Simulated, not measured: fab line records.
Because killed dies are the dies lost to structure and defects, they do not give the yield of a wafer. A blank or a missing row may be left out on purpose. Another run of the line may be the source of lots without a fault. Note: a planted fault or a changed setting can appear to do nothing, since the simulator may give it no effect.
Struck lot and sound lot, side by side ; flow nand harc ; 14 steps out of a route of 1302
Sound: these wafers, L513.3, L513.4, L513.5. Wafers L503.1, L503.2, L503.3 were the ones struck. The cause is named last.
At each step with rows: each side's tool, then ch and its chambers, then its first start. Under that, the readings that differ: sound wafers ; struck wafers ; difference of the means ; sigmas: that difference in standard deviations of wafers without a fault.
alike: readings whose means differ by less than 2 such deviations, and words and numbers that are the same on both sides. not compared: withheld readings, readings that some wafer has no value for, bounds like >300 that may hide the same value, and numbers for which the record gives no deviation and whose values overlap.
The two part at a step that has a row with sigmas, a row that says differs or no value, or rows on one side only. Numbers that don't overlap but have no deviation are shown without sigmas and don't part them. Lack of a reading on every wafer of one side parts them only where that side has two or more wafers.

NHARC_A_CONTACT_ETCH_112: etches the open film in C4F8/O2/Ar, time 190 s, target depth 1850 nm.
  sound on har cap etch-02 ch 0,1, day 29 10:02; struck on har cap etch-01 ch 0,1, day 25 08:46
  alike: chamber pressure mTorr, oes air line au
  not compared: rf hours counter h
NHARC_A_CONTACT_ETCH_113: etches the open film in C4F8/O2/Ar, time 190 s, target depth 1850 nm.
  sound on har cap etch-02 ch 0,1, day 29 10:13; struck on har cap etch-01 ch 0,1, day 25 08:56
  alike: chamber pressure mTorr, oes air line au
  not compared: rf hours counter h
then, 4 steps without rows for these wafers: NHARC_A_CONTACT_ETCH_114 (etches the open film in C4F8/O2/Ar, time 190 s, target depth 1850 nm); NHARC_A_CONTACT_ETCH_115 (etches the open film in C4F8/O2/Ar, time 190 s, target depth 1850 nm); NHARC_A_CONTACT_ETCH_116 (etches the open film in C4F8/O2/Ar, time 190 s, target depth 1850 nm); NHARC_A_CONTACT_ETCH_117 (etches the open film in C4F8/O2/Ar, time 190 s, target depth 1850 nm).
NHARC_A_CONTACT_ETCH_118: etches the open film in C4F8/O2/Ar, time 190 s, target depth 1850 nm.
  sound on har cap etch-02 ch 0,1, day 29 11:04; struck on har cap etch-01 ch 0,1, day 25 09:47
  alike: chamber pressure mTorr, oes air line au
  not compared: rf hours counter h
NHARC_A_CONTACT_ETCH_119: etches the open film in C4F8/O2/Ar, time 190 s, target depth 1850 nm.
  sound on har cap etch-02 ch 0,1, day 29 11:14; struck on har cap etch-01 ch 0,1, day 25 09:57
  alike: chamber pressure mTorr, oes air line au
  not compared: rf hours counter h
then, 2 steps without rows for these wafers: NHARC_A_CONTACT_ETCH_120 (etches the open film in C4F8/O2/Ar, time 190 s, target depth 1850 nm); NHARC_A_CONTACT_ETCH_121 (etches the open film in C4F8/O2/Ar, time 190 s, target depth 1850 nm).
NHARC_A_CONTACT_ETCH_122: etches the open film in C4F8/O2/Ar, time 190 s, target depth 1850 nm.
  sound on har cap etch-02 ch 0,1, day 29 11:44; struck on har cap etch-01 ch 0,1, day 25 10:28
  alike: chamber pressure mTorr, oes air line au
  not compared: rf hours counter h
then, 1 step without rows for these wafers: NHARC_A_CONTACT_ETCH_123 (etches the open film in C4F8/O2/Ar, time 490 s, target depth 2110 nm).
NHARC_A_CONTACT_ETCH_90: etches the open film in CH3F/O2, target depth 40 nm, time 85.7 s.
  sound on rie diel-08 ch 1,2,3, day 29 12:51; struck on rie diel-08 ch 0,1,2, day 25 11:37
  no value came back on the struck wafers for any of 9 readings (bias w (W), ch3f flow sccm (sccm) and others); on the sound wafers bias w (W) reads 99.99 99.55 99.68
  not compared: rf hours counter h
then, 1 step without rows for these wafers: NHARC_A_CONTACT_ETCH_96 (etches the open film in C4F6/O2, target depth 20 nm, time 10 s).

WHERE THEY PART
At NHARC_A_CONTACT_ETCH_90 and nowhere else, as far as this record goes.

WHY: whatever the simulator had introduced
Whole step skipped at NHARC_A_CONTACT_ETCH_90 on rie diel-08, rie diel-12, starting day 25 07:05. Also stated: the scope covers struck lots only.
